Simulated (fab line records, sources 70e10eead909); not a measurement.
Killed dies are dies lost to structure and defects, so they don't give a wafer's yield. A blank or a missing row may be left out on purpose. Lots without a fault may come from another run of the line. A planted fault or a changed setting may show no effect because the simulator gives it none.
Chamber matching | flow nand_harc | NHARC_A_M0_DESCUM_14 on rie_diel-05: 4 sister chambers
The step chemistry O2, time 3 s. 16 wafers are shown with their chamber, then 8 later ones without.

WAFERS WITH THEIR CHAMBER
wafer  | chamber | showerhead_plenum_p_Torr (Torr) | drypump_motor_current_A (A) | throttle_valve_pct (%)
L080.3 | 1       | 1.99                            | 5.4                         | 11.325
L080.4 | 3       | 1.97                            | 6.2                         | 11.320
L080.6 | 2       | 1.84                            | 5.6                         | 11.312
L083.1 | 2       | 1.84                            | 5.6                         | 11.328
L083.3 | 0       | 2.03                            | 5.2                         | 11.305
L083.6 | 3       | 1.97                            | 6.2                         | 11.321
L086.1 | 0       | 2.03                            | 5.3                         | 11.312
L086.4 | 1       | 1.98                            | 5.5                         | 11.322
L086.6 | 0       | 2.03                            | 5.2                         | 11.307
L087.3 | 0       | 2.03                            | 5.2                         | 11.310
L087.4 | 3       | 1.97                            | 6.2                         | 11.326
L087.6 | 2       | 1.84                            | 5.6                         | 11.320
L089.1 | 0       | 2.03                            | 5.2                         | 11.296
L089.2 | 1       | 1.98                            | 5.4                         | 11.320
L089.4 | 3       | 1.97                            | 6.2                         | 11.313
L092.1 | 3       | 1.97                            | 6.2                         | 11.327

SIGNATURES (means of the wafers above)
reading                  | chamber 0 | chamber 1 | chamber 2 | chamber 3 | scatter within a chamber
showerhead_plenum_p_Torr | 2.0300    | 1.9833    | 1.8400    | 1.9700    | 0.00236
drypump_motor_current_A  | 5.220     | 5.433     | 5.600     | 6.200     | 0.035
throttle_valve_pct       | 11.30600  | 11.32233  | 11.32000  | 11.32140  | 0.00592
Rule: a wafer's distance from a chamber is the root of the sum, over the readings, of the square of ((its reading less the chamber's mean) divided by the reading's scatter). The wafer belongs to the nearest chamber; if the next one is less than 2 further off, it can't be placed. The scatter: the root of (the sum of the squares of (reading less its chamber's mean) over the shown wafers, divided by (wafers less chambers)).

WAFERS WITHOUT THEIR CHAMBER
wafer  | showerhead_plenum_p_Torr (Torr) | drypump_motor_current_A (A) | throttle_valve_pct (%)
L092.2 | 2.03                            | 5.2                         | 11.320
L092.3 | 1.98                            | 5.4                         | 11.293
L095.2 | 1.97                            | 6.2                         | 11.297
L095.4 | 2.03                            | 5.3                         | 11.310
L095.6 | 1.98                            | 5.5                         | 11.315
L097.1 | 1.84                            | 5.6                         | 11.299
L097.2 | 2.03                            | 5.3                         | 11.314
L097.6 | 1.84                            | 5.6                         | 11.314

WHICH CHAMBER EACH WENT THROUGH
wafer  | from the rows above | in truth
L092.2 | 0                   | 0
L092.3 | 1                   | 1
L095.2 | 3                   | 3
L095.4 | 0                   | 0
L095.6 | 1                   | 1
L097.1 | 2                   | 2
L097.2 | 0                   | 0
L097.6 | 2                   | 2
Placed correctly: 8 of 8. Can't be placed from these rows: 0. Placed wrongly: 0.
